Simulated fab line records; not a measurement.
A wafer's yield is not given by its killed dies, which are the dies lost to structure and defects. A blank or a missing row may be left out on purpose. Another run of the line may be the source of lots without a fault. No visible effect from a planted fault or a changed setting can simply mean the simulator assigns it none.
Matching of chambers || flow n5Finfet || 4 sister chambers for N5_BEOL_M1_ETCH_70 on rieDiel-01
The step etches SOC in N2/H2, target depth 80 nm, overetch 16 nm, time 120 s. 4 wafers are shown with their chamber, then 10 later ones without.

== WAFERS, EACH WITH ITS CHAMBER ==
{"wafer": "L084.1", "chamber": 0, "drypumpMotorCurrentA (A)": 5.0}
{"wafer": "L084.2", "chamber": 1, "drypumpMotorCurrentA (A)": 5.2}
{"wafer": "L088.2", "chamber": 3, "drypumpMotorCurrentA (A)": 4.7}
{"wafer": "L088.3", "chamber": 2, "drypumpMotorCurrentA (A)": 5.6}

== WAFERS WITH NO CHAMBER GIVEN ==
{"wafer": "L088.5", "drypumpMotorCurrentA (A)": 4.7}
{"wafer": "L089.3", "drypumpMotorCurrentA (A)": 5.0}
{"wafer": "L089.5", "drypumpMotorCurrentA (A)": 4.7}
{"wafer": "L089.6", "drypumpMotorCurrentA (A)": 5.6}
{"wafer": "L092.2", "drypumpMotorCurrentA (A)": 5.6}
{"wafer": "L092.4", "drypumpMotorCurrentA (A)": 4.8}
{"wafer": "L092.6", "drypumpMotorCurrentA (A)": 5.6}
{"wafer": "L086.3", "drypumpMotorCurrentA (A)": 5.6}
{"wafer": "L086.4", "drypumpMotorCurrentA (A)": 5.0}
{"wafer": "L086.5", "drypumpMotorCurrentA (A)": 4.7}

== EACH ONE'S CHAMBER ==
{"wafer": "L088.5", "from the rows above": 3, "in truth": 3}
{"wafer": "L089.3", "from the rows above": 0, "in truth": 0}
{"wafer": "L089.5", "from the rows above": 3, "in truth": 3}
{"wafer": "L089.6", "from the rows above": 2, "in truth": 2}
{"wafer": "L092.2", "from the rows above": 2, "in truth": 2}
{"wafer": "L092.4", "from the rows above": 3, "in truth": 3}
{"wafer": "L092.6", "from the rows above": 2, "in truth": 2}
{"wafer": "L086.3", "from the rows above": 2, "in truth": 2}
{"wafer": "L086.4", "from the rows above": 0, "in truth": 0}
{"wafer": "L086.5", "from the rows above": 3, "in truth": 3}
Correct placement for 10 of the 10. Can't be placed from these rows: 0. 0 placed wrongly.
How it was worked out, from the rows above alone: a wafer's distance from a chamber is the root of the sum, over the readings, of the square of ((its reading less the chamber's mean) divided by the reading's scatter). If the next closest chamber is less than 2 further off than the closest, the wafer can't be placed; otherwise it belongs to the closest. A chamber's mean is the mean of its shown wafers. The scatter (one wafer shown for each chamber): square how far every hidden wafer sits from the nearest shown wafer, average those squares and take the square root.
